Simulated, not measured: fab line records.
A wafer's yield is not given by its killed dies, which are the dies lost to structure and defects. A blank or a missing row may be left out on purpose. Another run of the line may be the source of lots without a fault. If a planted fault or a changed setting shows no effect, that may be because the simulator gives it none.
Chamber matching | flow n5_finfet | 4 sister chambers for N5_BEOL_M2_CMP_52 on cmp-03
The step polishes, stops on SiOC, t overpolish 6.8 s, target thk 40 nm. 4 wafers are shown with their chamber, then 9 later ones without.

== WAFERS WITH THEIR CHAMBER ==
wafer  | chamber | motor_current_A (A)
L087.2 | 0       | 6.0
L088.2 | 1       | 6.9
L088.3 | 3       | 5.0
L088.4 | 2       | 6.2

== WAFERS WITHOUT THEIR CHAMBER ==
wafer  | motor_current_A (A)
L092.3 | 5.2
L092.5 | 6.5
L092.6 | 6.2
L093.2 | 4.8
L093.3 | 6.1
L093.4 | 6.1
L094.3 | 6.3
L094.5 | 4.9
L094.6 | 6.2

== WHICH CHAMBER EACH WENT THROUGH ==
wafer  | from the rows above          | in truth
L092.3 | 3                            | 3
L092.5 | can't be placed: 2 or 1 or 0 | 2
L092.6 | can't be placed: 2 or 0      | 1
L093.2 | 3                            | 3
L093.3 | can't be placed: 0 or 2      | 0
L093.4 | can't be placed: 0 or 2      | 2
L094.3 | can't be placed: 2 or 0      | 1
L094.5 | 3                            | 3
L094.6 | can't be placed: 2 or 0      | 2
Placed correctly: 3 of 9. From these rows, 6 cannot be placed; in 4 the true chamber is one of the candidates. Wrongly placed: 0.
How it was worked out, from the rows above alone: a wafer's distance from a chamber is the root of the sum, over the readings, of the square of ((its reading less the chamber's mean) divided by the reading's scatter). The wafer belongs to the nearest chamber; if the next one is less than 2 further off, it can't be placed. Each chamber's mean is taken over the wafers shown for it. The scatter: root of mean squared gap, hidden wafer to nearest shown wafer, with one shown wafer a chamber.
